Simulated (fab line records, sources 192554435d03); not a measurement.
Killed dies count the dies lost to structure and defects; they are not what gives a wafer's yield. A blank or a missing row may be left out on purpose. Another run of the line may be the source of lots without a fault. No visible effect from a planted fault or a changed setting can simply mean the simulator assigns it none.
fab line records	flow n5-finfet
record lots=10	wafers=30	last-day=18
route steps=1938 shown MOL_CONTACT_COAG@618 MIM_BOT_ETCH@1866 PASS1_CAP@1874 PAD_METAL@1896 PASSIVATION@1936
lots untouched by any fault: they come from a run of this same line in which no faults occurred
start-h: start of the lot's first displayed wafer, in hours after the record's first day	wait-h: time in hours since the lot's previous step	" unchanged from the row above	L1.1+2: a single row standing in for several wafers	- no value, or no start was given	* or withheld: withheld	< > ~ a bound
route shown NAME@n: a module of which the file shows steps, and the number in the route of the first	usual: average and standard deviation across the fault-free wafers	same: alike in all rows	chamber/n: place in a boat	sites: each site's reading	_std_site: the values' standard deviation	_edge_site: mean of outer sites minus mean of inner sites	radius-mm: for every site, how far away it sits from the centre of the wafer	mask NAME#n: copy n	behind: the most recent tool/chamber to have shaped the wafer	hold: why the lot went on hold/how many hours it stayed there/how the hold came to an end	device: the n, p or np transistor that did not switch	end of line: the route-end tests of the same wafers	a step without rows: its recipe alone	killed: at the first sort, the dies lost to defects and structure; wafer yield is something else	map: a wafer's dies, marking killed ones x, the rest . and places with no die _
set.NAME: setting as actually run; set.NAME@STEP: the setting as run at that earlier step	model.NAME: the simulator's own value behind a step, which no gauge read
route steps across a sampled set of lots; one table per step, one row per wafer
services: from which hour (start-h, from the record's first day; less than 0 if before it) a tool's chamber was out of use, for how many hours, and why
## steps
# step N5_MOL_CONTACT_COAG_STRIP_72
# recipe chemistry=N2/H2	power-w=450	temp-c=40	pressure-mtorr=20	rf-frequency-hz=6e+07	overash-fraction=3	bias-power-w=7	h2-frac=0.5	n2-flow-sccm=200	h2-flow-sccm=200
# usual drypump-motor-current-A=5.7/0.51	oes-product-au=0.77/0.086	rf-vpp-V=59.4/1.9	showerhead-plenum-p-Torr=2.50/0.035	throttle-valve-pct=23.62/0.3
lot.wafer	tool	chamber	start-h	wait-h	drypump-motor-current-A	oes-product-au	rf-hours-counter-h	rf-vpp-V	showerhead-plenum-p-Torr	throttle-valve-pct
L484.1	rie-diel-05	2	105.93	0.0	5.1	0.74	147	62.1	2.44	23.73
L484.2	"	0	"	"	5.1	0.70	211	59.5	2.52	23.55
L484.5	"	2	"	"	5.1	0.74	-	59.4	2.44	23.69
L485.1	rie-diel-01	3	107.08	0.0	4.8	0.76	168	58.3	2.53	23.93
L485.2	"	0	"	"	6.5	0.92	21	59.2	2.50	23.12
L485.3	"	1	"	"	5.7	0.70	214	57.5	2.51	23.71
L489.2	rie-diel-02	3	132.67	0.0	6.1	0.77	103	58.5	2.56	23.42
L489.4	"	0	"	"	5.6	0.81	97	60.4	2.45	23.50
L489.6	"	0	"	"	5.6	0.80	-	59.5	2.45	23.54
L490.1	rie-diel-02	2	137.55	0.0	5.9	0.74	158	60.9	2.54	24.02
L490.4	"	1	"	"	6.1	0.73	148	60.1	2.55	23.47
L490.5	"	3	"	"	6.1	0.79	-	63.9	2.56	23.41
L497.2	rie-diel-02	0	183.69	0.0	5.6	0.78	114	61.1	2.45	23.51
L497.3	"	2	"	"	5.9	0.73	174	59.9	2.53	24.09
L497.6	"	3	"	"	6.0	0.76	-	59.6	2.56	23.42
L498.2	rie-diel-02	0	186.04	0.0	5.6	0.78	115	55.1	2.45	23.52
L498.4	"	1	"	"	6.1	0.71	166	59.1	2.54	23.47
L498.6	"	2	"	"	6.0	0.72	-	62.7	2.53	24.06
L501.1	rie-diel-01	2	204.65	0.0	5.7	0.93	16	57.9	2.49	23.50
L501.4	"	1	"	"	5.7	0.69	244	58.0	2.50	23.80
L501.6	"	0	"	"	6.6	0.86	-	57.4	2.48	23.22
L505.2	rie-diel-05	2	227.14	0.0	5.2	0.70	196	58.1	2.42	23.79
L505.5	"	1	"	"	6.0	0.95	-	61.5	2.48	23.14
L505.6	"	2	"	"	5.1	0.71	-	60.7	2.42	23.80
L506.1	rie-diel-05	3	239.27	0.0	5.7	0.70	240	58.4	2.49	24.02
L506.2	"	1	"	"	6.0	0.93	15	58.8	2.48	23.17
L506.3	"	2	"	"	5.1	0.69	202	57.5	2.42	23.77
L507.1	rie-diel-05	2	241.29	0.0	5.2	0.70	203	59.7	2.42	23.82
L507.2	"	3	"	"	5.7	0.69	242	58.1	2.49	23.98
L507.4	"	1	"	"	6.0	0.92	-	60.5	2.48	23.17
# step N5_MIM_BOT_ETCH_ETCH_04
# recipe chemistry=CF4/O2	target=SiNx	target-depth-a=260	time-s=13	ion-energy-ev=100	pressure-mtorr=40	source-w=535	bias-w=49	Ar_flow_sccm=100	cf4-flow-sccm=100	O2_flow_sccm=10
# usual drypump-motor-current-A=5.8/0.42	oes-product-au=0.78/0.093	rf-vpp-V=240.3/2	showerhead-plenum-p-Torr=2.16/0.035	throttle-valve-pct=16.00/0.25
lot.wafer	tool	chamber	start-h	wait-h	drypump-motor-current-A	oes-product-au	rf-hours-counter-h	rf-vpp-V	showerhead-plenum-p-Torr	throttle-valve-pct
L484.1	rie-diel-02	1	254.91	0.0	6.1	0.71	187	243.8	2.20	15.89
L484.2	"	2	"	"	6.0	0.71	196	237.4	2.19	16.47
L484.5	"	2	"	"	6.0	0.71	-	238.2	2.19	16.47
L485.1	rie-diel-05	1	269.05	0.0	6.0	0.90	25	242.3	2.16	15.65
L485.2	"	2	"	"	5.1	0.69	212	240.8	2.10	16.16
L485.3	"	0	"	"	5.1	0.94	8	237.2	2.17	15.57
L490.1	rie-diel-02	0	298.47	0.0	5.6	0.75	153	239.2	2.12	16.06
L490.4	"	3	"	"	6.0	0.73	159	239.8	2.20	15.99
L490.5	"	2	"	"	5.9	0.70	-	238.5	2.19	16.52
L489.2	rie-diel-01	1	299.71	0.0	5.7	0.95	16	241.6	2.16	15.75
L489.4	"	2	"	"	5.7	0.86	-	239.0	2.16	16.08
L489.6	"	1	"	"	5.7	0.94	-	242.5	2.16	15.75
L497.2	rie-diel-05	3	338.98	0.0	5.7	0.96	7	240.6	2.17	16.06
L497.3	"	2	"	"	5.1	0.68	236	241.0	2.09	16.20
L497.6	"	1	"	"	6.0	0.86	-	244.4	2.15	15.72
L501.1	rie-diel-01	2	364.70	0.0	5.7	0.82	87	238.5	2.15	16.14
L501.4	"	3	"	"	4.8	0.94	7	242.6	2.17	15.87
L501.6	"	0	"	"	6.5	0.78	-	240.5	2.13	15.71
L498.2	rie-diel-01	0	365.98	0.0	6.5	0.78	120	239.9	2.13	15.72
L498.4	"	2	"	"	5.7	0.83	87	238.3	2.15	16.14
L498.6	"	1	"	"	5.7	0.90	-	244.5	2.15	15.81
L505.2	rie-diel-02	0	401.76	0.0	5.6	0.72	185	240.7	2.11	16.12
L505.5	"	3	"	"	6.0	0.71	-	239.7	2.19	16.05
L505.6	"	2	"	"	5.9	0.67	-	237.8	2.18	16.57
L506.1	rie-diel-05	3	406.81	0.0	5.7	0.89	38	242.0	2.16	16.12
L506.2	"	2	"	"	5.1	0.99	4	244.9	2.34	15.75
L506.3	"	1	"	"	6.0	0.83	75	243.2	2.14	15.76
L507.1	rie-diel-02	1	411.52	0.0	6.1	0.67	242	243.1	2.18	15.99
L507.2	"	3	"	"	6.1	0.70	195	240.4	2.19	16.08
L507.4	"	1	"	"	6.1	0.66	-	243.1	2.18	15.99
# step N5_PASSIVATION_PECVD_01
# recipe material=SiNx	target-thk-a=2000	temp-c=400	precursor=SiH4/NH3/N2	pressure-torr=4.9	rf-w=1406	time-s=43.2
# usual heater-power-w=413/94	showerhead-plenum-p-Torr=8.65/0.064	throttle-valve-pct=29.3/1.4
lot.wafer	tool	chamber	start-h	wait-h	heater-power-w	showerhead-plenum-p-Torr	throttle-valve-pct
L484.1	pecvd-02	1	255.77	0.0	545	8.68	29.7
L484.2	"	2	"	"	445	8.52	27.4
L484.5	"	1	"	"	557	8.67	29.8
L485.1	pecvd-04	2	269.90	0.0	385	8.73	27.4
L485.2	"	0	"	"	404	8.69	31.8
L485.3	"	1	"	"	316	8.70	27.9
L490.1	pecvd-02	1	299.34	0.0	496	8.67	29.7
L490.4	"	1	"	"	503	8.69	29.7
L490.5	"	0	"	"	290	8.65	29.5
L489.2	pecvd-02	0	300.56	0.0	353	8.70	29.6
L489.4	"	0	"	"	345	8.66	29.6
L489.6	"	2	"	"	530	8.53	27.6
L497.2	pecvd-01	2	339.89	0.0	345	8.73	28.8
L497.3	"	1	"	"	252	8.57	28.1
L497.6	"	2	"	"	356	8.72	28.7
L501.1	pecvd-04	0	365.61	0.0	516	8.68	31.9
L501.4	"	0	"	"	520	8.67	31.7
L501.6	"	2	"	"	484	8.72	27.9
L498.2	pecvd-02	0	366.88	0.0	241	8.66	29.8
L498.4	"	2	"	"	500	8.51	27.7
L498.6	"	0	"	"	256	8.66	29.6
L505.2	pecvd-01	1	402.65	0.0	301	8.56	28.3
L505.5	"	2	"	"	394	8.73	29.0
L505.6	"	0	"	"	489	8.64	31.6
L506.1	pecvd-02	0	408.05	0.0	347	8.66	30.2
L506.2	"	1	"	"	434	8.68	29.8
L506.3	"	2	"	"	531	8.52	28.2
L507.1	pecvd-02	0	412.76	0.0	278	8.66	30.1
L507.2	"	1	"	"	517	8.69	30.0
L507.4	"	0	"	"	281	8.66	30.0
# step N5_PASSIVATION_AL_DEP_21
# recipe material=Al	target-thk-a=28000	temp-c=400	time-s=170	power-w=30000	chamber-pressure-pa=0.4	gas=Ar
# usual cathode-dc-power-W=30000/5.5	chamber-pressure-pa=0.4001/0.00085	throttle-valve-pct=30.4/0.46
lot.wafer	tool	chamber	start-h	wait-h	cathode-dc-power-W	chamber-pressure-pa	throttle-valve-pct
L484.1	pvd-sputter-03	-	258.86	0.1	29998	0.3991	30.4
L484.2	"	-	"	"	29996	0.4006	30.3
L484.5	"	-	"	"	30005	0.4010	30.0
L485.1	pvd-sputter-01	-	272.51	0.1	30002	0.4008	30.4
L485.2	"	-	"	"	29993	0.4010	29.3
L485.3	"	-	"	"	30004	0.4003	30.8
L490.1	pvd-sputter-01	-	303.58	0.1	30000	0.4002	29.5
L490.4	"	-	"	"	30006	0.4001	30.7
L490.5	"	-	"	"	30001	0.3986	30.8
L489.2	pvd-sputter-02	-	303.96	0.1	29994	0.3990	30.4
L489.4	"	-	"	"	30007	0.3999	30.6
L489.6	"	-	"	"	30012	0.4001	30.4
L497.2	pvd-sputter-01	-	341.81	0.1	30006	0.4000	29.3
L497.3	"	-	"	"	30004	0.4000	30.4
L497.6	"	-	"	"	30003	0.4014	30.4
L501.1	pvd-sputter-02	-	368.45	0.1	29999	0.3995	30.8
L501.4	"	-	"	"	29999	0.4000	31.1
L501.6	"	-	"	"	30004	0.4000	30.4
L498.2	pvd-sputter-02	-	369.23	0.1	30008	0.3988	31.3
L498.4	"	-	"	"	29998	0.4007	30.5
L498.6	"	-	"	"	30006	0.4026	30.3
L505.2	pvd-sputter-02	-	405.30	0.1	30001	0.4007	30.5
L505.5	"	-	"	"	29990	0.4022	30.6
L505.6	"	-	"	"	30001	0.4001	31.2
L506.1	pvd-sputter-02	-	409.62	0.1	30004	0.3988	31.1
L506.2	"	-	"	"	30004	0.4001	31.1
L506.3	"	-	"	"	30001	0.4018	30.4
L507.1	pvd-sputter-02	-	414.42	0.1	30005	0.3989	30.4
L507.2	"	-	"	"	30000	0.4005	30.9
L507.4	"	-	"	"	30005	0.3996	31.1
# step N5_PASSIVATION_PROBE_49
# usual defect-limited-yield=91.2/1.6	killed_at_M0_to_M3=33/11	killed_at_M4_up=15/6.2	killed-at-contacts=15/7.1	killed-at-front-end=38/12	killed-at-other=4/3.5	killed-dies=104/19	killed-on-rim=14/4	killed-open=69/14	killed-short=34/8.5	sort_bin_5_function=5.2/0.99	sort_bin_6_memory=3.3/0.77	sort-n-pass=1076/19	sort-yield-pct=91.2/1.6
# same gross-dies=1180	killed-at-back-side=0	sort_bin_4_leakage[%]=0	sort_bin_8_speed[%]=0
lot.wafer	tool	chamber	start-h	wait-h	defect-limited-yield[%]	killed_at_M0_to_M3	killed_at_M4_up	killed-at-contacts	killed-at-front-end	killed-at-other	killed-dies	killed-on-rim	killed-open	killed-short	sort_bin_5_function[%]	sort_bin_6_memory[%]	sort-n-pass	sort-yield-pct[%]
L497.2	prober-01	-	347.73	0.1	86.2	17	10	101	28	7	163	28	31	36	8.1	3.6	1017	86.2
L497.3	prober-01	-	347.78	0.1	85.4	24	9	109	27	3	172	24	52	19	9.2	3.4	1008	85.4
L497.6	prober-01	-	347.93	0.3	85.5	12	10	102	41	6	171	31	52	29	9.8	3.0	1009	85.5
L501.1	prober-01	-	374.39	0.0	92.5	35	17	11	24	2	89	13	57	32	4.6	2.7	1091	92.5
L501.4	prober-01	-	374.54	0.2	94.2	24	11	13	19	2	69	10	40	26	3.9	1.6	1111	94.2
L501.6	prober-01	-	374.64	0.3	93.0	30	13	9	28	3	83	13	53	29	4.1	2.9	1097	93.0
L498.2	prober-02	-	375.17	0.1	84.7	29	2	114	36	0	181	31	60	28	9.4	3.9	999	84.7
L498.4	prober-02	-	375.27	0.2	85.3	28	17	92	32	4	173	25	60	32	9.4	2.9	1007	85.3
L498.6	prober-02	-	375.37	0.3	83.3	33	9	114	41	0	197	24	70	25	10.5	3.2	983	83.3
# killed by level:class
L497.2 MOL_CONTACT_COAG:unspecified=93 STARTING-WAFER:geometric-particle:short=6 MOL_CONTACT_COAG:geometric-particle:open=5 GATE_CUT:geometric-particle:short=5 BEOL_M2:geometric-particle:open=5 ILD0:geometric-particle:short=4 BEOL_M4:geometric-particle:short=4 FIN_SAQP:geometric-particle:short=3
L497.3 MOL_CONTACT_COAG:unspecified=99 MOL_CONTACT_COAG:geometric-particle:open=8 BEOL_M2:geometric-particle:open=8 STI_FIN_REVEAL:geometric-particle:open=7 STI_FIN_REVEAL:geometric-particle:short=5 FIN_SAQP:geometric-particle:open=4 BEOL_M1:geometric-particle:open=4 BEOL_M3:geometric-particle:open=4
L497.6 MOL_CONTACT_COAG:unspecified=89 FIN_SAQP:geometric-particle:open=13 MOL_CONTACT_COAG:geometric-particle:open=11 FIN_SAQP:geometric-particle:short=8 GATE_CUT:geometric-particle:short=6 DUMMY_GATE:geometric-particle:open=5 BEOL_M2:geometric-particle:open=4 STI_FIN_REVEAL:geometric-particle:open=3
L501.1 BEOL_M0_SAQP:geometric-particle:short=11 BEOL_M4:geometric-particle:open=11 MOL_CONTACT_COAG:geometric-particle:open=9 BEOL_M0_SAQP:geometric-particle:open=9 FIN_SAQP:geometric-particle:short=7 BEOL_M1:geometric-particle:open=7 DUMMY_GATE:geometric-particle:open=5 FIN_SAQP:geometric-particle:open=3
L501.4 MOL_CONTACT_COAG:geometric-particle:open=12 BEOL_M0_SAQP:geometric-particle:short=9 BEOL_M2:geometric-particle:open=5 STI_FIN_REVEAL:geometric-particle:open=4 BEOL_M2:geometric-particle:short=4 BEOL_M4:geometric-particle:open=4 STARTING-WAFER:geometric-particle:open=4 FIN_SAQP:geometric-particle:short=3
L501.6 BEOL_M0_SAQP:geometric-particle:open=9 MOL_CONTACT_COAG:geometric-particle:open=9 STI_FIN_REVEAL:geometric-particle:open=7 BEOL_M0_SAQP:geometric-particle:short=7 FIN_SAQP:geometric-particle:short=6 BEOL_M0:geometric-particle:open=5 STARTING-WAFER:geometric-particle:short=5 BEOL_M1:geometric-particle:open=4
L498.2 MOL_CONTACT_COAG:unspecified=91 MOL_CONTACT_COAG:geometric-particle:open=20 FIN_SAQP:geometric-particle:open=8 BEOL_M3:geometric-particle:open=8 FIN_SAQP:geometric-particle:short=6 GATE_CUT:geometric-particle:short=6 BEOL_M0_SAQP:geometric-particle:open=5 BEOL_M2:geometric-particle:open=5
L498.4 MOL_CONTACT_COAG:unspecified=81 MOL_CONTACT_COAG:geometric-particle:open=10 BEOL_M4:geometric-particle:open=9 GATE_CUT:geometric-particle:short=7 BEOL_M1:geometric-particle:open=6 GATE_CUT:geometric-particle:open=6 FIN_SAQP:geometric-particle:open=5 BEOL_M0_SAQP:geometric-particle:short=5
L498.6 MOL_CONTACT_COAG:unspecified=101 MOL_CONTACT_COAG:geometric-particle:open=11 FIN_SAQP:geometric-particle:open=10 BEOL_M0_SAQP:geometric-particle:open=10 FIN_SAQP:geometric-particle:short=8 STI_FIN_REVEAL:geometric-particle:open=8 BEOL_M3:geometric-particle:open=6 BEOL_M4:geometric-particle:open=6
## services
tool	chamber	start-h	hours	kind
rie-diel-01	1	88.68	15.3	repair
pecvd-02	-	95.69	5.5	pm
pecvd-02	1	114.91	3.9	repair
pecvd-02	-	115.03	2.8	pm
rie-diel-01	1	126.77	8.7	repair
pecvd-02	-	126.84	1.8	repair
rie-diel-05	0	141.50	9.7	repair
pvd-sputter-01	-	141.96	1.9	repair
pecvd-02	-	153.91	0.3	repair
rie-diel-05	1	163.92	15.8	repair
rie-diel-01	0	205.00	10.7	repair
rie-diel-05	3	217.36	2.8	repair
rie-diel-01	1	226.12	7.0	repair
rie-diel-05	-	271.96	10.0	pm
rie-diel-05	3	292.57	28.2	repair
pecvd-02	-	310.09	0.5	repair
rie-diel-05	-	311.93	2.8	pm
rie-diel-05	3	321.20	7.7	repair
pecvd-02	-	326.05	14.6	pm
rie-diel-01	3	343.36	5.8	repair
rie-diel-02	1	374.63	3.0	repair
rie-diel-02	-	380.59	14.6	pm
rie-diel-05	1	388.94	7.3	repair
rie-diel-05	-	402.34	1.1	repair
## key
first-sign step=N5_PASSIVATION_PROBE_49	reading=killed-at-contacts	direction=up	sigmas=13	usual=15	struck=105
effect step=N5_PASSIVATION_PROBE_49	reading=defect-limited-yield	direction=down	sigmas=3.8	usual=91.2	struck=85.1
more-kills-born-at N5_MOL_CONTACT_COAG_STRIP_72@rie-diel-02=554
met-at N5_MOL_CONTACT_COAG_STRIP_72
struck-lots L497,L498
not-acting-at N5_MIM_BOT_ETCH_ETCH_04,N5_PASSIVATION_PECVD_01,N5_PASSIVATION_AL_DEP_21
onset-between 137.55 183.69
fault kind=chamber-particle-source	tool=rie-diel-02	chamber=-	onset-h=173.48	steps=N5_MOL_CONTACT_COAG_STRIP_72	rate-per-visit-cm2=0.81222	end-h=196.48
